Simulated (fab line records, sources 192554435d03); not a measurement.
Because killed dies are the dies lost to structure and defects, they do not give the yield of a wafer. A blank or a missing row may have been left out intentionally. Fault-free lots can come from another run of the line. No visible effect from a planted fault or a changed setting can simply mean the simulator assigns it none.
The tool behind it: which one? | flow n5_finfet | 11 lots with 33 wafers sampled at 2 steps, on a route of 1938 steps

WHAT THE GAUGES READ, wafer by wafer
N5_PASSIVATION_CD_MEAS_44: target cd 40000 nm. Usual: cd_nm at 40000 nm, with a standard deviation of 4.
lot  | measured     | on        | cd_nm (nm)        | flag
L629 | day 12 13:19 | cd_sem-02 | 39993 39995 40000 |
L630 | day 12 19:04 | cd_sem-03 | 40006 40004 40001 |
L632 | day 13 13:23 | cd_sem-02 | 40003 40000 39999 |
L635 | day 14 19:11 | cd_sem-03 | 40007 40000 40000 |
L638 | day 14 23:19 | cd_sem-02 | 40002 39994 39997 |
L641 | day 16 03:18 | cd_sem-03 | 40001 40000 40004 |
L642 | day 16 13:44 | cd_sem-03 | 40000 39998 40003 |
L644 | day 16 19:31 | cd_sem-01 | 40000 40000 39997 |
L645 | day 17 06:04 | cd_sem-02 | 39992 39999 39999 |
L646 | day 17 16:30 | cd_sem-02 | 39999 39995 39998 |
L649 | day 18 08:47 | cd_sem-03 | 40003 40003 39998 |

WHAT TOOL EACH LOT RAN ON (gives the tool, then ch and the chambers of the sampled wafers, and finally the start)
lot  | N5_MIM_BOT_ETCH_ETCH_04
L629 | rie_diel-06 ch 0,2,3, day 12 07:37
L630 | rie_diel-01 ch 0,1,3, day 12 11:13
L632 | rie_diel-03 ch 0,1,3, day 13 07:16
L635 | rie_diel-03 ch 0,2,3, day 14 14:20
L638 | rie_diel-06 ch 0,1,2, day 14 15:53
L641 | rie_diel-01 ch 0,2,3, day 15 19:58
L642 | rie_diel-03 ch 0,1,2, day 16 05:43
L644 | rie_diel-03 ch 0,2,3, day 16 13:13
L645 | rie_diel-01 ch 0,3, day 17 00:12
L646 | rie_diel-03 ch 2,3, day 17 10:31
L649 | rie_diel-06 ch 0,1,3, day 18 01:59
- N5_MIM_BOT_ETCH_ETCH_04: etches SiNx in CF4/O2, target depth 26 nm, time 13 s.

AS READ BY THE TOOLS THEMSELVES (means over the sampled wafers that have a number; for cases with no such wafer, the mark the record gives instead)
N5_MIM_BOT_ETCH_ETCH_04. Usual: drypump_motor_current_A 5.7 A, standard deviation 0.43; oes_product_au 0.83 a.u., standard deviation 0.067; rf_vpp_V 240 V, standard deviation 4.1; showerhead_plenum_p_Torr 2.22 Torr, standard deviation 0.056; throttle_valve_pct 15.95 %, standard deviation 0.21.
lot  | tool        | drypump_motor_current_A (A) | oes_product_au (a.u.) | rf_vpp_V (V) | showerhead_plenum_p_Torr (Torr) | throttle_valve_pct (%) | flag
L629 | rie_diel-06 | 5.5                         | 0.80                  | 242          | 2.24                            | 16.12                  |
L630 | rie_diel-01 | 6.2                         | 0.89                  | 238          | 2.21                            | 15.76                  |
L632 | rie_diel-03 | 5.9                         | 0.85                  | 238          | 2.18                            | 15.92                  |
L635 | rie_diel-03 | 5.7                         | 0.84                  | 239          | 2.20                            | 15.93                  |
L638 | rie_diel-06 | 5.6                         | 0.81                  | 244          | 2.28                            | 15.94                  |
L641 | rie_diel-01 | 5.8                         | 0.89                  | 236          | 2.19                            | 15.84                  |
L642 | rie_diel-03 | 5.7                         | 0.81                  | 239          | 2.19                            | 16.08                  |
L644 | rie_diel-03 | 5.7                         | 0.82                  | 238          | 2.19                            | 15.97                  |
L645 | rie_diel-01 | 6.3                         | 0.85                  | 236          | 2.21                            | 15.85                  |
L646 | rie_diel-03 | 5.6                         | 0.83                  | 236          | 2.16                            | 15.83                  |
L649 | rie_diel-06 | 5.6                         | 0.84                  | 241          | 2.25                            | 16.04                  |

THE ANSWER, worked out from the rows above alone
Rule: a lot counts as off when the mean over its wafers that have a number is more than 3 standard deviations away from the usual mean. Also off: a lot with no number at a reading for which 4 or more lots have one. Where the step has rows for the other lots, those lots are counted as sound. The gauges are gone through in route order, then the tools' own readings, and for those a lot's mean is taken as printed above. At the first step where some lot is off, the reading lying furthest off is the one used; lots without a number count as furthest.
None of the lots is off at any reading shown; this tells nothing.

WHAT THE SIMULATOR HAD INSERTED
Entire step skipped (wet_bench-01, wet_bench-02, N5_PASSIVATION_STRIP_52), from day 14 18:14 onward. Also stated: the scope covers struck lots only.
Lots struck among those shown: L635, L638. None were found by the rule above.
